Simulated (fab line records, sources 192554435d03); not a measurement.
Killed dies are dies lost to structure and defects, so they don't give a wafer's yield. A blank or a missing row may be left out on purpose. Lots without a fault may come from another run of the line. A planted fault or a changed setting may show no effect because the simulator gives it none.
One fault seen from 2 desks | flow n5_finfet | each desk has only its own numbers; what lay behind them comes last

THE METROLOGY DESK
What the gauges read, lot by lot, whatever tool the lot ran on: means of the sampled wafers that have a number. A lot is out of limits, marked OUT, if its mean lies more than 4 standard deviations from the usual mean; the brackets give that distance.
Columns: A = M15_RS at N5_BEOL_M15_RS_MEAS_54, usual 0.0215 ohm/sq
lot  | first seen here | A
L498 | day 12 11:38    | 0.0212
L501 | day 13 13:05    | 0.0211
L505 | day 14 01:38    | 0.0217
L504 | day 14 09:19    | 0.0215
L506 | day 14 21:32    | 0.0215
L509 | day 15 10:29    | 0.0214
L508 | day 15 10:52    | 0.0214
L507 | day 15 11:02    | 0.0213
L512 | day 15 14:17    | 0.0218
L510 | day 15 23:40    | 0.0218
L520 | day 17 19:25    | 0.0218
L519 | day 18 00:29    | 0.0214
This desk's finding: nothing out of limits on any of the 12 lots.

THE TOOL OWNER'S DESK: ald_sin-03
The tool's own readings at N5_GATE_CUT_ALD_22 (deposits SiNx, target thk 16 nm, pulse time 1 s, ald cycles 320): means of the sampled wafers that have a number, for each lot that ran on this tool. A lot is out of limits, marked OUT, if its mean lies more than 4 standard deviations from the usual mean; the brackets give that distance.
Columns: A = heater_power_w at N5_GATE_CUT_ALD_22, usual 830 W; B = precursor_pulse_height_rel at N5_GATE_CUT_ALD_22, usual 0.998; C = susceptor_temp_C at N5_GATE_CUT_ALD_22, usual 400.00 C
lot  | first seen here | A   | B     | C
L505 | day 6 15:09     | 876 | 0.984 | 400.31
L507 | day 7 08:11     | 829 | 0.989 | 399.93
L508 | day 7 10:08     | 892 | 0.993 | 399.88
L510 | day 7 22:19     | 855 | 0.990 | 399.84
L520 | day 10 09:11    | 884 | 1.009 | 399.83
L519 | day 10 10:39    | 804 | 0.995 | 399.99
This desk's finding: nothing out of limits on any of the 6 lots.

PUT TOGETHER
The metrology desk saw nothing out of limits.
The tool owner's desk saw nothing out of limits.

WHAT THE SIMULATOR HAD PUT IN
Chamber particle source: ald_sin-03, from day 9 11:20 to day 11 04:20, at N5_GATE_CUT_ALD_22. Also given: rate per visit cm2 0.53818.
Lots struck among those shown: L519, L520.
